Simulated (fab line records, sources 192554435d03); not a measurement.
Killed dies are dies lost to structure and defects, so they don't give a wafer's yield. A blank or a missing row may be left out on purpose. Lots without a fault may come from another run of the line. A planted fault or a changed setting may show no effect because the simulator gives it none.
Chamber matching | flow n5_finfet | N5_FIN_SAQP_PECVD_47 on pecvd-02: 3 sister chambers
The step deposits a-Si from SiH4/He, target thk 45 nm, time 36.3 s. 6 wafers are shown with their chamber, then 8 later ones without.

WAFERS WITH THEIR CHAMBER
wafer  | chamber | throttle_valve_pct (%) | showerhead_plenum_p_Torr (Torr)
L085.2 | 0       | 17.6                   | 5.630
L088.5 | 2       | 16.9                   | 5.638
L089.1 | 0       | 17.3                   | 5.631
L089.5 | 2       | 16.8                   | 5.622
L089.6 | 1       | 19.0                   | 5.660
L090.2 | 1       | 19.0                   | 5.661

WAFERS WITHOUT THEIR CHAMBER
wafer  | throttle_valve_pct (%) | showerhead_plenum_p_Torr (Torr)
L090.5 | 18.0                   | 5.628
L090.6 | 18.8                   | 5.654
L094.1 | 17.7                   | 5.633
L094.2 | 16.5                   | 5.628
L094.3 | 19.0                   | 5.664
L095.2 | 18.0                   | 5.619
L095.3 | 19.1                   | 5.653
L095.5 | 17.7                   | 5.628

WHICH CHAMBER EACH WENT THROUGH
wafer  | from the rows above | in truth
L090.5 | 0                   | 0
L090.6 | 1                   | 1
L094.1 | 0                   | 0
L094.2 | 2                   | 2
L094.3 | 1                   | 1
L095.2 | 0                   | 0
L095.3 | 1                   | 1
L095.5 | 0                   | 0
Placed correctly: 8 of 8. Can't be placed from these rows: 0. Placed wrongly: 0.
How it was worked out, from the rows above alone: a wafer's distance from a chamber is the root of the sum, over the readings, of the square of ((its reading less the chamber's mean) divided by the reading's scatter). The wafer belongs to the nearest chamber; if the next one is less than 2 further off, it can't be placed. A chamber's mean is the mean of its shown wafers. The scatter: the root of (the sum of the squares of (reading less its chamber's mean) over the shown wafers, divided by (wafers less chambers)).
